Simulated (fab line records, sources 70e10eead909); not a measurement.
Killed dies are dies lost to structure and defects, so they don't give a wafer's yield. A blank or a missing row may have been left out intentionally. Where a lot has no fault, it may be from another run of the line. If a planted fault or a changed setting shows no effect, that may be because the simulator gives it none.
Struck lot and sound lot, side by side + flow nand_harc + 42 out of 1302 route steps
Sound: these wafers, L802.3, L802.4, L802.6. Wafers L794.1, L794.5, L794.6 were the ones struck. The cause is given at the end.
Each step with rows lists, per side, the tool, then ch with its chambers, then its first start. Under that, the readings that differ: sound wafers + struck wafers + difference of the means + sigmas: that difference in standard deviations of wafers without a fault.
alike: readings with means less than 2 such deviations apart, plus words and numbers identical on both sides. not compared: withheld readings, readings lacking a value on some wafer, bounds such as >300 that could conceal the same value, and numbers that have no deviation in the record and whose values overlap.
Wherever a step has rows on one side only, a row that says differs or no value, or a row with sigmas, the two part there. Numbers that have no deviation but don't overlap get no sigmas and don't part them. A reading that every wafer of one side lacks parts them only if that side has two wafers or more.

first, 6 steps without rows for these wafers: NHARC_THIN_TSV_COAT_06; NHARC_THIN_TSV_SOFTBAKE_07 (time 95 s); NHARC_THIN_TSV_EBR_08; NHARC_THIN_TSV_EXPOSE_09 (exposes mask TSV); NHARC_THIN_TSV_PEB_10 (peb time 85 s); NHARC_THIN_TSV_DEVELOP_11 (time 70 s).
NHARC_THIN_TSV_CD_MEAS_12 targets a cd of 1000 nm.
  sound on cd_sem-02 ch 0, day 31 16:08; struck on cd_sem-01 ch 0, day 26 06:34
  alike: cd_nm
then, 1 step without rows for these wafers: NHARC_THIN_TSV_HARDBAKE_13 (time 80 s).
NHARC_THIN_TSV_DESCUM_14: chemistry O2, time 3 s.
  sound on rie_diel-06 ch 2,3, day 31 16:17; struck on rie_diel-09 ch 0,1,2, day 26 06:45
  alike: drypump_motor_current_A, oes_product_au, rf_vpp_V, showerhead_plenum_p_Torr, throttle_valve_pct
  not compared: rf_hours_counter_h
NHARC_THIN_TSV_ETCH_44: etches the open film in CF4/O2, target depth 1594.2 nm, time 797.1 s.
  sound on rie_diel-06 ch 0,1, day 31 16:26; struck on rie_diel-09 ch 1,2, day 26 06:52
  alike: bias_w, drypump_motor_current_A, oes_product_au, rf_vpp_V, showerhead_plenum_p_Torr, throttle_valve_pct
  not compared: rf_hours_counter_h
then, 1 step without rows for these wafers: NHARC_THIN_TSV_ETCH_15 (target depth 3000 nm, bosch target overetch cycles 2, bosch etch step 2.8 s).
NHARC_THIN_TSV_CD_MEAS_16:
  sound on cd_sem-02 at day 31 17:06; struck on cd_sem-03 at day 26 07:31
  alike: cd_nm
NHARC_THIN_TSV_STRIP_45: strips in O2.
  sound on plasma_asher-02 ch 0,1, day 31 17:16; struck on plasma_asher-01 ch 0,1, day 26 07:56
  alike: drypump_motor_current_A, heater_power_w
  not compared: rf_hours_counter_h
then, 2 steps without rows for these wafers: NHARC_THIN_TSV_STRIP_46 (strips in post etch residue remover, time 1200 s); NHARC_THIN_TSV_DEP_47 (deposits SiO2, target thk 200 nm).
NHARC_THIN_TSV_ETCHBACK_48: etches the open film in C4F8/Ar, target depth 1028.5 nm, time 405.17 s.
  sound on rie_diel-09 ch 0,2, day 31 18:22; struck on rie_diel-09 ch 0,2,3, day 26 09:26
  alike: bias_w, oes_product_au, rf_vpp_V
  not compared: rf_hours_counter_h
NHARC_THIN_TSV_STRIP_62: strips in N2/H2, time 20 s.
  sound on plasma_asher-01 ch 0,1, day 31 18:46; struck on plasma_asher-01 ch 0,1, day 26 09:41
  alike: drypump_motor_current_A, heater_power_w
  not compared: rf_hours_counter_h
then, 6 steps without rows for these wafers: NHARC_THIN_TSV_DEGAS_49 (time 120 s); NHARC_THIN_TSV_PRE_CLEAN_50 (time 30 s); NHARC_THIN_TSV_PVD_19 (deposits TaN, target thk 20 nm); NHARC_THIN_TSV_PVD_51 (deposits Cu, target thk 100 nm); NHARC_THIN_TSV_ECD_20 (material Cu, target thk 2000 nm); NHARC_THIN_TSV_ANNEAL_52 (time 90 s).
NHARC_THIN_TSV_CMP_21: polishes, t overpolish 30 s, target thk 2000 nm.
  sound on cmp-02 ch 0,1,3, day 31 20:27; struck on cmp-03 ch 1,2,3, day 26 11:27
  alike: motor_current_A, overpolish_run_s
  not compared: pad_life_wafers
then, 13 steps without rows for these wafers: NHARC_THIN_TSV_SRD_23; NHARC_THIN_TSV_DEGAS_53 (time 60 s); NHARC_THIN_TSV_PRE_CLEAN_54 (time 30 s); NHARC_THIN_TSV_PVD_55 (deposits TiN, target thk 50 nm); NHARC_THIN_TSV_PVD_24 (deposits Al, target thk 800 nm); NHARC_THIN_TSV_DEHYDRATE_25 (time 120 s); NHARC_THIN_TSV_HMDS_26 (time 30 s); NHARC_THIN_TSV_COAT_27; NHARC_THIN_TSV_SOFTBAKE_28 (time 95 s); NHARC_THIN_TSV_EBR_29; NHARC_THIN_TSV_EXPOSE_30 (exposes mask PAD); NHARC_THIN_TSV_PEB_31 (peb time 85 s); NHARC_THIN_TSV_DEVELOP_32 (time 70 s).
NHARC_THIN_TSV_CD_MEAS_33 targets a cd of 5000 nm.
  sound on cd_sem-02 ch 0, day 31 22:05; struck on cd_sem-02 ch 0, day 26 13:01
  alike: cd_nm
then, 3 steps without rows for these wafers: NHARC_THIN_TSV_HARDBAKE_34 (time 80 s); NHARC_THIN_TSV_DESCUM_35 (chemistry O2, time 3 s); NHARC_THIN_TSV_ETCH_59 (etches the open film in Cl2/BCl3, target depth 880 nm, time 138.1 s).
NHARC_END_SORT_01:
  sound on prober-02 ch 0, day 33 02:27; struck on prober-02 ch 0, day 26 20:37
| reading                  | sound          | struck         | difference | sigmas      |
|--------------------------|----------------|----------------|------------|-------------|
| defect_limited_yield (%) | 92.9 92.6 89.7 | 77.4 76.7 80.6 | -13.5      | -6          |
| killed_at_other          | 0 0 0          | 94 97 92       | +94        | +99 or more |
| killed_dies              | 48 50 70       | 153 158 131    | +91        | +6          |
| sort_bin_2_pct (%)       | 2.5 2.4 4.1    | 8.3 8.1 7.4    | +4.9       | +4          |
| sort_bin_3_pct (%)       | 0.7 0.9 0.6    | 4.4 5.6 5.6    | +4.5       | +13         |
| sort_bin_4_pct (%)       | 3.8 4.1 5.6    | 9.9 9.6 6.4    | +4.1       | +3          |
| sort_n_pass              | 629 627 607    | 524 519 546    | -91        | -6          |
| sort_yield_pct (%)       | 92.9 92.6 89.7 | 77.4 76.7 80.6 | -13.5      | -6          |
  alike: killed_at_array, killed_at_periphery, killed_open, killed_short, sort_rim_yield_pct

WHERE THEY PART
NHARC_END_SORT_01 only, going by this record.

WHY: what had been put in by the simulator
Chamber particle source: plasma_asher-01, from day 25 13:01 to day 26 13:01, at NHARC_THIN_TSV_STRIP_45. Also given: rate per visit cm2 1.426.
